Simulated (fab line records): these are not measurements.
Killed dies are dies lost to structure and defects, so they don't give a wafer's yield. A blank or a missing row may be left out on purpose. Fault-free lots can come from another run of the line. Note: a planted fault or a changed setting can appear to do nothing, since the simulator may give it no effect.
fab line records | flow nandHarc
[record] lots = 6 wafers = 18 lastDay = 34
route steps=1302 shown P_GATE@146 END@1302
lots that met no fault: from a run of the same line without faults
startH: start of the lot's first displayed wafer, in hours after the record's first day | waitH: hours from the lot's prior step to this one | " unchanged from the row above | L1.1+2: a single row standing in for several wafers | - no value, or no start given | * or withheld: withheld | < > ~ a bound
route shown NAME@n: a module of which the file shows steps, and the number in the route of the first | usual: the fault-free wafers' mean and standard deviation | same: alike in all rows | chamber/n: place in a boat | sites: each site's reading | _std_site: standard deviation of those values | _edge_site: outer sites' mean less inner sites' | radiusMm: how far each site lies from the wafer's centre | mask NAME#n: copy n | behind: tool/chamber where the wafer was last shaped | hold: why the lot went on hold/how many hours it stayed there/how the hold came to an end | device: transistor that didn't switch, given as n, p or np | end of line: tests of these same wafers at the route's end | a step without rows: its recipe alone | killed: dies lost to structure and defects at the first sort, not the wafer's yield | map: the dies of a wafer, with x for killed, . for not killed, _ for no die there
set.NAME: setting as actually run; set.NAME@STEP: the setting as run at that earlier step | model.NAME: the simulator's own value behind a step, which no gauge read
a table for each step, a row for each wafer; lots at some steps of the route
services: when a tool's chamber went out of use (startH, in hours from the record's first day, below 0 if earlier), for how many hours, and the reason
[[steps]]
[step NHARC_P_GATE_HM_OPEN_105]
[recipe] targetDepthA = 3600 o2FlowSccm = 400 cosFlowSccm = 20 arFlowSccm = 0 rfW = 500 biasW = 300 chemistry = O2/COS
[step NHARC_P_GATE_STRIP_106]
[recipe] o2FlowSccm = 400 cosFlowSccm = 20 arFlowSccm = 0 biasW = 0 chemistry = O2/COS
[step NHARC_P_GATE_ETCH_114]
[recipe] targetDepthA = 300 overetchA = 30 timeS = 16.5 ionEnergyEv = 100 cf4FlowSccm = 80 o2FlowSccm = 20 arFlowSccm = 0 rfW = 300 biasW = 100 chemistry = CF4/O2
[step NHARC_P_GATE_ETCH_32]
[recipe] targetDepthA = 1500 overEtchFrac = 1 overEtchIonEnergyEv = 40 timeS = 100.1 hbrFlowSccm = 150 cl2FlowSccm = 50 rfW = 400 icpW = 400 biasW = 100 chemistry = HBr/Cl2
[step NHARC_P_GATE_STRIP_108]
[recipe] o2FlowSccm = 500 arFlowSccm = 0 biasW = 0 chemistry = O2
[step NHARC_P_GATE_CD_MEAS_33]
[usual] cdNm = 119/3.1
// columns lot.wafer tool chamber startH waitH cdNm
L897.1 cdSem-03 - 147.48 - 116
L897.3 " - " " 118
L897.5 " - " " 117
L900.1 cdSem-01 - 170.48 0.2 118
L900.3 " - " " 121
L900.6 " - " " 119
L903.1 cdSem-03 - 198.66 0.1 121
L903.2 " - " " 120
L903.4 " - " " 119
L904.2 cdSem-03 - 209.63 0.2 120
L904.3 " - " " 116
L904.4 " - " " 119
L914.1 cdSem-03 - 317.74 - 123
L914.4 " - " " 120
L914.6 " - " " 113
L916.1 cdSem-03 - 331.21 - 121
L916.3 " - " " 120
L916.5 " - " " 118
[step NHARC_P_GATE_STRIP_35]
[recipe] timeS = 600 tempC = 130 chemistry = SPM
[step NHARC_P_GATE_PRECLEAN_73]
[recipe] timeS = * tempC = 50 bathAgeMin = 0 chemistry = SC1
[step NHARC_P_GATE_SRD_74]
[step NHARC_P_GATE_ALD_36]
[recipe] targetThkA = 200 pulseTimeS = 60 aldCycles = 223 tempC = 400 material = SiNx
[usual] heaterPowerW = 809/80 precursorPulseHeightRel = 0.995/0.018
// columns lot.wafer tool chamber startH waitH heaterPowerW precursorPulseHeightRel
L897.3 aldSin-01 0 148.98 - 777 0.996
L897.1 " 2 151.08 - 669 1.012
L897.5 " 0 153.17 - 748 0.971
L900.3 aldSin-04 1 172.00 - 833 0.979
L900.1 " 2 173.05 - 765 0.972
L900.6 " 1 176.20 - 841 1.000
L903.2 aldSin-04 1 199.11 - 861 1.019
L903.1 " 3 201.24 - 910 0.987
L903.4 " 0 202.30 - 865 1.003
L904.3 aldSin-01 0 211.51 - 773 1.015
L904.2 " 2 212.94 - 672 0.990
L904.4 " 3 214.36 - 762 0.979
L914.1 aldSin-04 1 320.35 - 900 0.985
L914.4 " 2 321.43 - 766 1.031
L914.6 " 3 322.51 - 794 0.994
L916.3 aldSin-02 2 333.82 - 762 0.994
L916.1 " 3 334.90 - 803 0.994
L916.5 " 0 335.98 - 943 0.969
[step NHARC_P_GATE_ETCHBACK_37]
[recipe] targetDepthA = 345 timeS = 17.2 chf3FlowSccm = 50 o2FlowSccm = 10 arFlowSccm = 200 rfW = 500 biasW = 200 chemistry = CHF3/O2
[usual] biasW = 199.9/0.55 drypumpMotorCurrentA = 5.7/0.38 mfcArSccm = 200.0/0.66 oesProductAu = 0.96/0.035 rfVppV = 371.4/2.4 showerheadPlenumPTorr = 2.43/0.098 throttleValvePct = 20.573/0.0093
// columns lot.wafer tool chamber startH waitH biasW drypumpMotorCurrentA mfcArSccm oesProductAu rfHoursCounterH rfVppV showerheadPlenumPTorr throttleValvePct
L897.3 rieDiel-02 0 - - 200.0 5.7 198.9 0.92 4.6 367.6 2.29 20.582
L897.1 " 2 " " 201.0 5.7 200.2 0.91 4.5 374.2 2.51 20.571
L897.5 " 0 " " 199.8 5.7 199.8 0.93 - 368.7 2.29 20.575
L900.3 rieDiel-08 1 - - 200.5 6.3 200.2 0.91 9.7 373.0 2.43 20.582
L900.1 " 3 " " 200.2 5.4 199.9 0.94 10.0 374.6 2.55 20.561
L900.6 " 1 " " 200.1 6.3 200.3 0.91 - 370.3 2.43 20.575
L903.1 rieDiel-08 0 - - 200.2 5.1 200.8 0.98 0.6 371.4 2.47 20.582
L903.2 " 1 " " 200.2 6.3 199.2 0.99 0.6 371.4 2.43 20.562
L903.4 " 0 " " 199.9 5.1 199.5 0.98 - 371.7 2.47 20.577
L904.3 rieDiel-01 0 - - 199.5 5.8 200.2 1.01 0.1 373.4 2.55 20.582
L904.4 " 1 " " 200.2 6.4 200.6 1.01 0 371.9 2.47 20.570
L904.2 " 2 " " 199.5 5.5 200.2 0.97 0.1 371.0 2.42 20.578
L914.1 rieDiel-01 2 - - 198.9 5.5 199.3 0.90 7.2 372.1 2.42 20.585
L914.4 " 0 " " 200.1 5.8 200.3 0.92 8.0 373.3 2.55 20.566
L914.6 " 3 " " 199.5 5.7 201.3 0.93 - 372.6 2.47 20.571
L916.1 rieDiel-02 0 - - 199.8 5.7 199.8 0.95 4.0 369.2 2.29 20.561
L916.3 " 1 " " 200.0 5.4 199.5 0.97 3.6 367.6 2.27 20.588
L916.5 " 1 " " 199.6 5.3 199.6 0.97 - 366.5 2.27 20.572
[step NHARC_P_GATE_STRIP_101]
[recipe] timeS = 20 o2FlowSccm = 500 arFlowSccm = 0 biasW = 0 chemistry = O2
[usual] drypumpMotorCurrentA = 5.7/0.38 mfcArSccm = 0.008/0.012 oesProductAu = 1.001/0.016 rfVppV = 58.0/0.94 showerheadPlenumPTorr = 3.57/0.14 throttleValvePct = 17.038/0.0084
[same] biasW = 0
// columns lot.wafer tool chamber startH waitH drypumpMotorCurrentA mfcArSccm oesProductAu rfHoursCounterH rfVppV showerheadPlenumPTorr throttleValvePct
L897.3 rieDiel-02 3 157.49 0.1 5.9 0 1.006 4.4 57.3 3.30 17.048
L897.1 " 1 " " 5.4 0.015 1.014 3.9 55.9 3.34 17.038
L897.5 " 0 " " 5.7 0 1.006 - 57.9 3.37 17.038
L900.3 rieDiel-08 0 180.51 0.1 5.1 0 0.995 9.5 57.7 3.63 17.032
L900.1 " 2 " " 5.2 0 1.002 7.3 57.9 3.57 17.031
L900.6 " 1 " " 6.3 0.015 0.987 - 58.7 3.56 17.042
L903.1 rieDiel-08 1 208.80 0.1 6.3 0.015 0.985 0.6 56.5 3.56 17.030
L903.2 " 2 " " 5.2 0 1.020 1.0 57.0 3.57 17.043
L903.4 " 2 " " 5.2 0 1.013 - 57.8 3.57 17.045
L904.4 rieDiel-01 2 221.91 0.1 5.5 0 0.971 0.1 58.5 3.56 17.035
L904.2 " 0 " " 5.8 0.003 1.009 0.1 59.4 3.75 17.019
L904.3 " 1 " " 6.4 0 1.012 0.0 57.3 3.62 17.031
L914.1 rieDiel-01 3 327.93 0.1 5.8 0 0.994 6.8 57.5 3.62 17.037
L914.4 " 1 " " 6.4 0 1.008 6.7 59.7 3.62 17.040
L914.6 " 3 " " 5.8 0 0.996 - 57.0 3.62 17.028
L916.3 rieDiel-02 1 341.40 0.1 5.4 0.015 0.988 3.6 58.7 3.34 17.036
L916.1 " 0 " " 5.7 0 0.989 4.1 56.1 3.37 17.049
L916.5 " 1 " " 5.4 0.015 0.987 - 57.5 3.34 17.038
[step NHARC_P_GATE_PRECLEAN_97]
[recipe] timeS = 600 tempC = 120 chemistry = SPM
[usual] bathHeatDutyPct = 13.4/1.8
// columns lot.wafer tool chamber startH waitH bathHeatDutyPct
L897.5 wetBench-05 4 157.59 - 13.3
L897.3 " 6 " " 15.9
L897.1 " 1 " " 14.6
L900.3 wetBench-04 0 180.62 - 13.6
L900.1 " 2 " " 13.0
L900.6 " 3 " " 15.6
L903.4 wetBench-04 6 208.91 - 14.7
L903.1 " 0 " " 13.7
L903.2 " 2 " " 13.0
L904.2 wetBench-04 4 222.00 - 14.8
L904.4 " 6 " " 15.0
L904.3 " 7 " " 13.7
L914.4 wetBench-05 4 328.03 - 12.1
L914.6 " 5 " " 16.3
L914.1 " 6 " " 16.2
L916.3 wetBench-05 6 341.50 - 16.7
L916.1 " 0 " " 13.2
L916.5 " 2 " " 13.9
[step NHARC_P_GATE_SRD_98]
[step NHARC_P_GATE_PRECLEAN_99]
[recipe] timeS = * tempC = 50 bathAgeMin = 0 chemistry = SC1
[step NHARC_P_GATE_SRD_100]
[step NHARC_P_GATE_DEHYDRATE_38]
[recipe] tempC = 150 timeS = 120
[step NHARC_P_GATE_HMDS_39]
[recipe] timeS = 30
[step NHARC_P_GATE_COAT_40]
[recipe] spinRpm = 3000
[step NHARC_P_GATE_SOFTBAKE_41]
[recipe] tempC = 122 timeS = 95
[step NHARC_P_GATE_EBR_42]
[step NHARC_P_GATE_EXPOSE_43]
[recipe] na = 0.6 targetCdNm = 720 doseMj = 14.81 maskId = P_NSD
[step NHARC_P_GATE_PEB_44]
[recipe] pebTempC = 118 pebTimeS = 85
[step NHARC_P_GATE_DEVELOP_45]
[recipe] timeS = 70
[step NHARC_P_GATE_CD_MEAS_46]
[recipe] targetCdNm = 720 landingEnergyEv = 500
[usual] cdNm = 720.6/2.4
// columns lot.wafer tool chamber startH waitH cdNm
L897.1 cdSem-02 0 158.42 - 720.8
L897.3 " 0 " " 720.7
L897.5 " 0 " " 718.2
L900.1 cdSem-03 0 181.44 - 723.9
L900.3 " 0 " " 722.5
L900.6 " 0 " " 723.2
L903.1 cdSem-01 0 209.73 - 719.1
L903.2 " 0 " " 720.8
L903.4 " 0 " " 715.0
L904.2 cdSem-02 0 222.71 - 719.3
L904.3 " 0 " " 717.5
L904.4 " 0 " " 721.5
L914.1 cdSem-03 0 328.73 - 719.6
L914.4 " 0 " " 718.0
L914.6 " 0 " " 720.5
L916.1 cdSem-01 0 342.33 - 716.0
L916.3 " 0 " " 720.1
L916.5 " 0 " " 719.3
[step NHARC_P_GATE_HARDBAKE_47]
[recipe] tempC = 125 timeS = 80
[step NHARC_P_GATE_DESCUM_48]
[recipe] timeS = 3 o2FlowSccm = 200 arFlowSccm = 0 biasPowerW = 0 chemistry = O2
[usual] drypumpMotorCurrentA = 5.7/0.35 mfcArSccm = 0.008/0.013 oesProductAu = 1.001/0.016 rfVppV = 57.7/0.87 showerheadPlenumPTorr = 1.93/0.085 throttleValvePct = 11.311/0.0089
// columns lot.wafer tool chamber startH waitH drypumpMotorCurrentA mfcArSccm oesProductAu rfHoursCounterH rfVppV showerheadPlenumPTorr throttleValvePct
L897.3 rieDiel-01 0 158.59 - 5.8 0.003 1.004 7.8 56.7 2.04 11.311
L897.1 " 2 " " 5.5 0 0.995 8.7 57.3 1.93 11.310
L897.5 " 3 " " 5.8 0 1.013 - 59.0 1.97 11.313
L900.3 rieDiel-01 0 181.62 - 5.8 0.003 1.001 8.4 56.7 2.04 11.317
L900.1 " 1 " " 6.3 0 1.007 8.0 57.2 1.97 11.324
L900.6 " 3 " " 5.8 0 1.017 - 57.9 1.97 11.315
L903.1 rieDiel-08 0 209.89 - 5.1 0 0.979 0.7 58.8 1.97 11.320
L903.2 " 2 " " 5.2 0 1.030 1.1 58.4 1.94 11.324
L903.4 " 0 " " 5.1 0 0.983 - 58.6 1.97 11.315
L904.2 rieDiel-08 1 222.87 - 6.3 0.015 1.002 1.4 57.2 1.93 11.301
L904.3 " 2 " " 5.3 0 1.020 2.0 57.9 1.94 11.307
L904.4 " 3 " " 5.4 0.033 1.022 1.7 58.4 2.04 11.319
L914.1 rieDiel-01 1 328.89 - 6.4 0 1.008 6.7 57.9 1.97 11.307
L914.4 " 3 " " 5.8 0 0.999 6.8 56.8 1.97 11.318
L914.6 " 1 " " 6.4 0 1.008 - 58.5 1.96 11.326
L916.1 rieDiel-01 3 342.49 - 5.8 0 1.008 8.0 58.8 1.97 11.305
L916.3 " 2 " " 5.4 0 0.987 8.4 57.0 1.93 11.308
L916.5 " 0 " " 5.8 0.003 0.998 - 59.0 2.04 11.323
[step NHARC_P_GATE_IMPLANT_49]
[recipe] energyKev = 30 doseCm2 = 3e+15 tiltDeg = 7
[step NHARC_P_GATE_STRIP_111]
[recipe] powerW = 1500 tempC = 110 timeS = 250 chemistry = N2/H2
[step NHARC_P_GATE_STRIP_75]
[recipe] powerW = 1500 tempC = 250 chemistry = O2
[usual] drypumpMotorCurrentA = 5.89/0.25 heaterPowerW = 331/62
// columns lot.wafer tool chamber startH waitH drypumpMotorCurrentA heaterPowerW rfHoursCounterH
L897.1 plasmaAsher-02 0 159.24 0.2 5.99 243 15
L897.3 " 1 " " 6.06 396 -
L897.5 " 0 " " 6.00 238 -
L900.1 plasmaAsher-01 0 182.28 0.2 5.37 343 2
L900.3 " 0 " " 5.37 356 -
L900.6 " 0 " " 5.36 347 -
L903.1 plasmaAsher-01 0 210.58 0.2 5.37 347 7
L903.2 " 1 " " 5.95 399 7
L903.4 " 0 " " 5.34 355 -
L904.2 plasmaAsher-02 0 223.54 0.2 6.00 241 29
L904.3 " 1 " " 6.06 380 -
L904.4 " 0 " " 6.00 238 -
L914.1 plasmaAsher-02 0 329.57 0.2 6.00 242 14
L914.4 " 1 " " 6.05 372 -
L914.6 " 0 " " 6.00 228 -
L916.1 plasmaAsher-02 0 343.19 0.3 6.01 235 17
L916.3 " 0 " " 6.02 239 -
L916.5 " 1 " " 6.05 369 -
[step NHARC_P_GATE_STRIP_50]
[recipe] timeS = 900 tempC = 130 chemistry = SPM
[step NHARC_P_GATE_DEHYDRATE_51]
[recipe] tempC = 150 timeS = 120
[step NHARC_P_GATE_HMDS_52]
[recipe] timeS = 30
[step NHARC_P_GATE_COAT_53]
[recipe] spinRpm = 3000
[step NHARC_P_GATE_SOFTBAKE_54]
[recipe] tempC = 122 timeS = 95
[step NHARC_P_GATE_EBR_55]
[step NHARC_P_GATE_EXPOSE_56]
[recipe] na = 0.6 targetCdNm = 720 doseMj = 14.81 maskId = P_PSD
[step NHARC_P_GATE_PEB_57]
[recipe] pebTempC = 118 pebTimeS = 85
[step NHARC_P_GATE_DEVELOP_58]
[recipe] timeS = 70
[step NHARC_P_GATE_CD_MEAS_59]
[recipe] targetCdNm = 720 landingEnergyEv = 500
[usual] cdNm = 720.6/1.9
// columns lot.wafer tool chamber startH waitH cdNm
L897.1 cdSem-03 0 160.17 - 722.0
L897.3 " 0 " " 720.2
L897.5 " 0 " " 721.6
L900.1 cdSem-01 0 183.06 - 719.9
L900.3 " 0 " " 721.1
L900.6 " 0 " " 720.0
L903.1 cdSem-01 0 211.51 - 716.6
L903.2 " 0 " " 719.5
L903.4 " 0 " " 723.3
L904.2 cdSem-02 0 224.33 - 722.0
L904.3 " 0 " " 722.6
L904.4 " 0 " " 719.9
L914.1 cdSem-03 0 330.48 - 722.5
L914.4 " 0 " " 723.2
L914.6 " 0 " " 721.9
L916.1 cdSem-02 0 344.11 - 714.7
L916.3 " 0 " " 721.1
L916.5 " 0 " " 716.7
[step NHARC_P_GATE_HARDBAKE_60]
[recipe] tempC = 125 timeS = 80
[step NHARC_P_GATE_DESCUM_61]
[recipe] timeS = 3 o2FlowSccm = 200 arFlowSccm = 0 biasPowerW = 0 chemistry = O2
[step NHARC_P_GATE_INSPECT_68]
[usual] rawDefectCount = 199/76
// columns lot.wafer tool chamber startH waitH rawDefectCount
L897.1 defectInspect-01 - 165.24 0.2 237
L897.3 " - " " 107
L897.5 " - " " 186
L900.1 defectInspect-02 - 187.73 0.2 194
L900.3 " - " " 260
L900.6 " - " " 173
L903.1 defectInspect-02 - 216.33 0.2 154
L903.2 " - " " 173
L903.4 " - " " 505
L904.2 defectInspect-01 - 229.46 0.3 417
L904.3 " - " " 181
L904.4 " - " " 531
L914.1 defectInspect-02 - 335.25 0.2 144
L914.4 " - " " 162
L914.6 " - " " 97
L916.1 defectInspect-02 - 348.85 0.2 90
L916.3 " - " " 188
L916.5 " - " " 199
[step NHARC_END_SORT_01]
[recipe] tempC = 25
[usual] killedAtArray = 54/17 killedAtOther = 0.7/1 killedAtPeriphery = 3.7/2.9 killedDies = 58/16 killedOpen = 3.2/1.9 killedShort = 2.2/1.5
[same] grossDies = 677
// columns lot.wafer tool chamber startH waitH killedAtArray killedAtOther killedAtPeriphery killedDies killedOpen killedShort
L903.4 prober-02 0 655.71 3.4 67 3 54 124 4 2
L904.4 prober-01 0 673.60 3.4 54 1 48 103 1 0
// killed by level:class
L903.4 P_GATE:unspecified=49 A_CHANNEL_HOLE_D1:chamberFilmFlake=37 A_CHANNEL_FILL_D2:chamberFilmFlake=6 A_CHANNEL_HOLE_D2:chamberFilmFlake=6 A_BLC:chamberFilmFlake=5 A_CONTACT:chamberFilmFlake=4 A_STAIRCASE:chamberFilmFlake=3 THIN_TSV:chamberFilmFlake=3
L904.4 P_GATE:unspecified=47 A_CHANNEL_HOLE_D1:chamberFilmFlake=37 A_STAIRCASE:chamberFilmFlake=4 A_CONTACT:chamberFilmFlake=4 A_SLIT:chamberFilmFlake=3 A_ZERO_WELL:chamberFilmFlake=3 A_M1:chamberFilmFlake=2 A_CONTACT:geometricParticle:open=1
// map L903.4 (x killed, . not)
____________.____________
_________......._________
_______..........._______
______.............______
_____..............._____
____................x____
____.............x...____
___x..................___
___..x................___
__....................x__
__x...................x__
_......................x_
_.x.x....x.xx.........xx_
_...........x..........._
_...........xx.........._
_......x...xx.x........._
.x.........x..x.....x....
.........x.xxx..x........
.........x..xx.x...x.....
.x......xxxxxx.xxx.......
..........xxx.xx.x.......
_.x.x.....xxxxxxx......._
_.xxx.x....x.x.........._
_xxxxxx....xxx.........._
_xxxxxx.....x..........._
_xxxxxx....x.x.....x...._
__xxxxx........x.......__
__xxxxx.x.x...x........__
___xxxxx..............___
___xxx.....x.x........___
____xx...............____
____xx......x..x.....____
_____x.......x......_____
______.............______
_______..........._______
_________......._________
____________.____________
// map L904.4 (x killed, . not)
____________.____________
_________......._________
_______..........._______
______...........x.______
_____..............._____
____.........x.x.....____
____.................____
___.................x.___
___x..................___
__...............x.x...__
__.....................__
_x......................_
_......................._
_...........x........x.._
_..................x...._
_...x......xx..........._
..........x.xxx..........
..........xxxxxx........x
........xx.xx.xx.........
...........xxxxx.........
.x.......xxxxxx..........
_...x.x.....xx.........._
_.xxxx....x.xxxx.x....x._
_xxxx.....xxx..........._
_xxxxxx................._
_xxxxxx................._
__xxxxx................__
__xxxxxx...............__
___xxxx...............___
___xxxx...............___
____xx...............____
____xxx...........x..____
_____..............._____
______.............______
_______.........x._______
_________......._________
____________.____________
[[services]]
// columns tool chamber startH hours kind
wetBench-04 - 156.69 4.5 repair
rieDiel-08 0 157.91 15.1 repair
rieDiel-02 3 159.18 2.5 repair
aldSin-04 2 189.76 4.0 repair
rieDiel-08 - 190.80 9.0 pm
wetBench-04 - 191.24 2.5 repair
rieDiel-01 3 195.96 11.3 repair
rieDiel-01 - 203.80 9.0 pm
rieDiel-08 3 206.85 5.4 repair
rieDiel-02 0 211.40 7.4 repair
rieDiel-02 - 224.03 9.0 pm
wetBench-04 - 227.20 8.0 pm
rieDiel-01 1 241.82 21.5 repair
aldSin-04 1 247.33 3.4 repair
plasmaAsher-02 - 249.13 9.0 pm
aldSin-04 - 259.94 10.0 pm
wetBench-05 - 260.81 8.0 pm
plasmaAsher-02 - 270.43 0.4 repair
aldSin-04 0 288.56 6.5 repair
aldSin-04 1 292.20 2.1 repair
rieDiel-08 2 299.18 7.5 repair
rieDiel-01 0 324.91 2.7 repair
rieDiel-01 1 338.59 8.4 repair
rieDiel-02 - 339.45 0.6 repair
[[key]]
[firstSign] step = NHARC_P_GATE_INSPECT_68 reading = rawDefectCount direction = up sigmas = 4.2 usual = 199 struck = 518
[effect] step = NHARC_END_SORT_01 reading = killedAtPeriphery direction = up sigmas = 17 usual = 3.7 struck = 51
[moreKillsBornAt] NHARC_P_GATE_PRECLEAN_97@wetBench-04 = 96
metAt NHARC_P_GATE_PRECLEAN_97
struckWafers L903.4,L904.4
testerLeftOut L903,L904
[fault] kind = chamberParticleSource tool = wetBench-04 chamber = 6 onsetH = 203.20 steps = NHARC_P_GATE_PRECLEAN_97 ratePerVisitCm2 = 0.51017 endH = 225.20
// testerLeftOut: of these lots the tester's yield and bins aren't shown, on N5 and GAA mostly nor the transistor test; their killed dies are dies lost to structure and defects alone, not to doping, threshold or leakage, so they don't give the yield
